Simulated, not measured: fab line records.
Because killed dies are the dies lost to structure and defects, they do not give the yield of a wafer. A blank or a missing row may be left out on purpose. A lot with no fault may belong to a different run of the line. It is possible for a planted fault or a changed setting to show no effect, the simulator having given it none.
Which of the tools did it? -- flow nand harc -- 33 wafers from 11 lots sampled at 6 of the route's 1302 steps

== WHAT THE GAUGES SHOWED, per wafer ==
NHARC_P_CONTACT_CD_MEAS_19. Usual: cd nm 89.9 nm, standard deviation 1.6.
lot,measured,on,cd nm (nm),flag
L592,day 6 02:22,cd sem-01,88.9 89.2 87.1,
L593,day 6 12:04,cd sem-01,89.9 90.0 89.8,
L594,day 7 02:00,cd sem-03,91.0 89.7 89.7,
L597,day 8 01:32,cd sem-01,90.6 93.3 90.3,
L599,day 9 09:53,cd sem-03,88.7 90.6 89.5,
L601,day 10 00:28,cd sem-03,90.3 89.4 90.1,
L602,day 10 08:56,cd sem-01,90.8 91.4 90.8,
L606,day 11 20:32,cd sem-02,89.2 89.0 88.4,
L607,day 12 02:41,cd sem-03,89.1 88.7 89.1,
L613,day 15 02:51,cd sem-03,90.4 85.3 86.2,
L614,day 15 08:01,cd sem-03,89.5 89.7 88.2,

NHARC_END_SORT_01. Usual: defect limited yield 92.0 %, standard deviation 2.6; killed at array 49, standard deviation 18; killed at other 0.8, standard deviation 1; killed at periphery 4.2, standard deviation 2.8; killed dies 54, standard deviation 18; killed open 3.0, standard deviation 1.7; killed short 2.5, standard deviation 1.6; sort_bin_2_pct 2.8 %, standard deviation 1.2; sort_bin_3_pct 0.6 %, standard deviation 0.37; sort_bin_4_pct 4.6 %, standard deviation 1.5; sort n pass 623, standard deviation 18; sort rim yield pct 92 %, standard deviation 4.2; sort yield pct 92.0 %, standard deviation 2.6.
lot,measured,on,defect limited yield (%),killed at array,killed at other,killed at periphery,killed dies,killed open,killed short,sort_bin_2_pct (%),sort_bin_3_pct (%),sort_bin_4_pct (%),sort n pass,sort rim yield pct (%),sort yield pct (%),flag
L594,day 26 14:17,prober-02,96.3 95.0 94.7,15 17 21,2 3 1,8 14 14,25 34 36,4 2 5,3 2 3,0.4 1.2 1.3,0.1 0.6 0.1,3.1 3.2 3.8,652 643 641,97 94 92,96.3 95.0 94.7,
L597,day 26 21:13,prober-02,90.3 88.9 90.4,62 69 61,2 1 1,2 5 3,66 75 65,0 3 3,3 2 6,4.4 3.0 3.4,0.7 0.9 0.6,4.6 7.2 5.6,611 602 612,91 96 82,90.3 88.9 90.4,
L606,day 30 17:14,prober-01,88.5 88.3 88.0,74 76 75,0 1 2,4 2 4,78 79 81,3 2 8,2 4 1,3.0 4.0 4.6,1.8 1.6 0.6,6.8 6.1 6.8,599 598 596,85 90 81,88.5 88.3 88.0,
L613,day 33 07:29,prober-02,89.7 89.8 94.4,67 66 33,0 0 0,3 3 5,70 69 38,4 3 4,3 4 2,3.7 2.2 2.5,1.0 0.7 0.1,5.6 7.2 3.0,607 608 639,88 89 88,89.7 89.8 94.4,
L614,day 34 06:12,prober-02,94.2 90.3 92.3,36 62 50,0 3 1,3 1 1,39 66 52,2 1 2,2 2 3,2.1 4.3 2.2,0.6 0.9 0.7,3.1 4.6 4.7,638 611 625,91 98 91,94.2 90.3 92.3,

== WHICH TOOL RAN EACH LOT (tool, then ch and the chambers of the sampled wafers, then the start) ==
lot,NHARC_P_M0_ETCH_34,NHARC_P_M0_PVD_20,NHARC_P_M0_ECD_22,NHARC_P_M0_CMP_23
L592,"rie diel-04 ch 1,2,3, day 6 05:46","pvd sputter-01, day 6 07:01 or earlier","ecd cu-01 ch 0,1, day 6 07:01","cmp-04 ch 1,2,3, day 6 07:41"
L593,"rie diel-04 ch 0,1,2, day 6 15:26","pvd sputter-03, day 6 16:40 or earlier","ecd cu-02 ch 0,1, day 6 16:40","cmp-03 ch 1,2, day 6 17:23"
L594,"rie diel-13 ch 0,2,3, day 7 05:34","pvd sputter-02, day 7 06:47 or earlier","ecd cu-01 ch 0,1, day 7 06:47","cmp-03 ch 0,1,2, day 7 07:30"
L597,"rie diel-04 ch 0,2, day 8 05:31","pvd sputter-01, day 8 06:49 or earlier","ecd cu-02 ch 0,1, day 8 06:49","cmp-02 ch 0,1,3, day 8 07:33"
L599,"rie diel-08 ch 1,2,3, day 9 13:10","pvd sputter-03, day 9 14:22 or earlier","ecd cu-01 ch 0,1, day 9 14:22","cmp-03 ch 0,1,3, day 9 15:05"
L601,"rie diel-13 ch 0,1, day 10 03:43","pvd sputter-03, day 10 05:30 or earlier","ecd cu-01 ch 0,1, day 10 05:30","cmp-03 ch 0,2,3, day 10 06:16"
L602,"rie diel-13 ch 0,1,2, day 10 12:19","pvd sputter-01, day 10 13:30 or earlier","ecd cu-02 ch 0,1, day 10 13:30","cmp-02 ch 0,1,3, day 10 14:13"
L606,"rie diel-13 ch 0,1, day 12 00:10","pvd sputter-01, day 12 01:26 or earlier","ecd cu-02 ch 0,1, day 12 01:26","cmp-04 ch 0,1,2, day 12 02:07"
L607,"rie diel-13 ch 1,2,3, day 12 05:58","pvd sputter-01, day 12 07:09 or earlier","ecd cu-01 ch 0,1, day 12 07:09","cmp-04 ch 0,1,3, day 12 07:55"
L613,"rie diel-04 ch 0,1,3, day 15 06:14","pvd sputter-03, day 15 08:00 or earlier","ecd cu-01 ch 0,1, day 15 08:00","cmp-02 ch 1,2,3, day 15 08:43"
L614,"rie diel-08 ch 0,2,3, day 15 11:16","pvd sputter-03, day 15 12:29 or earlier","ecd cu-02 ch 0,1, day 15 12:29","cmp-03 ch 0,2,3, day 15 13:14"
- NHARC_P_M0_ETCH_34: etches the open film in N2/H2, target depth 40 nm, overetch 12 nm, time 43.94 s.
- NHARC_P_M0_PVD_20: deposits TaN, target thk 5 nm, time 8.06 s.
- NHARC_P_M0_ECD_22: material Cu, target thk 400 nm.
- NHARC_P_M0_CMP_23: polishes, t overpolish 20 s, target thk 117.54 nm.

== AS READ BY THE TOOLS THEMSELVES (means over the sampled wafers that have a number; for cases with no such wafer, the mark the record gives instead) ==
NHARC_P_M0_ETCH_34. Usual: chamber pressure mTorr 29.999 mTorr, standard deviation 0.029; drypump motor current A 5.8 A, standard deviation 0.37; oes product au 0.999 a.u., standard deviation 0.0086; rf vpp V 429.7 V, standard deviation 2.5; showerhead plenum p Torr 2.01 Torr, standard deviation 0.084; throttle valve pct 14.172 %, standard deviation 0.0084.
lot,tool,chamber pressure mTorr (mTorr),drypump motor current A (A),oes product au (a.u.),rf vpp V (V),showerhead plenum p Torr (Torr),throttle valve pct (%),flag
L592,rie diel-04,29.999,5.7,0.998,431.6,2.04,14.176,
L593,rie diel-04,30.002,5.6,1.003,432.0,2.07,14.182,
L594,rie diel-13,30.023,5.8,0.996,428.3,1.95,14.177,
L597,rie diel-04,29.990,5.4,0.999,432.8,2.13,14.178,
L599,rie diel-08,30.028,5.9,0.999,431.1,2.04,14.167,
L601,rie diel-13,30.002,5.9,0.988,428.0,1.93,14.179,
L602,rie diel-13,29.989,6.0,1.001,426.6,1.92,14.172,
L606,rie diel-13,29.993,5.9,0.994,427.5,1.93,14.173,
L607,rie diel-13,30.008,6.1,1.001,428.0,1.97,14.171,
L613,rie diel-04,29.976,5.4,0.998,431.9,2.09,14.168,
L614,rie diel-08,29.984,5.7,1.003,429.4,1.97,14.171,

NHARC_P_M0_PVD_20. Usual: throttle valve pct 29.8 %, standard deviation 0.85.
lot,tool,throttle valve pct (%),flag
L592,pvd sputter-01,29.9,
L593,pvd sputter-03,29.8,
L594,pvd sputter-02,30.7,
L597,pvd sputter-01,30.4,
L599,pvd sputter-03,29.3,
L601,pvd sputter-03,28.7,
L602,pvd sputter-01,29.2,
L606,pvd sputter-01,30.0,
L607,pvd sputter-01,30.1,
L613,pvd sputter-03,30.0,
L614,pvd sputter-03,30.1,

NHARC_P_M0_CMP_23. Usual: motor current A 12.2 A, standard deviation 1.4; time to endpoint s 26.3 s, standard deviation 2.1.
lot,tool,motor current A (A),time to endpoint s (s),flag
L592,cmp-04,12.0,27.4,
L593,cmp-03,11.6,25.4,
L594,cmp-03,13.0,27.9,
L597,cmp-02,12.4,28.0,
L599,cmp-03,13.2,26.4,
L601,cmp-03,13.0,25.9,
L602,cmp-02,12.4,28.4,
L606,cmp-04,11.9,22.9,
L607,cmp-04,12.0,18.0,OFF
L613,cmp-02,12.1,26.7,
L614,cmp-03,13.1,27.6,

== THE ANSWER, worked out from the rows above alone ==
Rule: lot off if the mean of its wafers having a number is beyond 3 standard deviations from the usual mean. Also off: a lot with no number at a reading for which 4 or more lots have one. Any other lot the step has rows for is counted as sound. The gauges are gone through in route order, then the tools' own readings, and for those a lot's mean is taken as printed above. The first step at which some lot is off is used, and at that step the reading that is off furthest; a lot without a number counts as furthest.
Off: L607 (NHARC_P_M0_CMP_23, time to endpoint s).
A tool fits if, at that step or a process step before it, it ran every lot that is off, and no sound lot after the first of them. NHARC_P_M0_PVD_20 gives no start for some lots, so the hours and the order of its lots are those of NHARC_P_M0_ECD_22. Can't be told from this: 3 tools fit, rie diel-13 at NHARC_P_M0_ETCH_34, pvd sputter-01 at NHARC_P_M0_PVD_20, cmp-04 at NHARC_P_M0_CMP_23.

== WHAT THE SIMULATOR HAD INSERTED ==
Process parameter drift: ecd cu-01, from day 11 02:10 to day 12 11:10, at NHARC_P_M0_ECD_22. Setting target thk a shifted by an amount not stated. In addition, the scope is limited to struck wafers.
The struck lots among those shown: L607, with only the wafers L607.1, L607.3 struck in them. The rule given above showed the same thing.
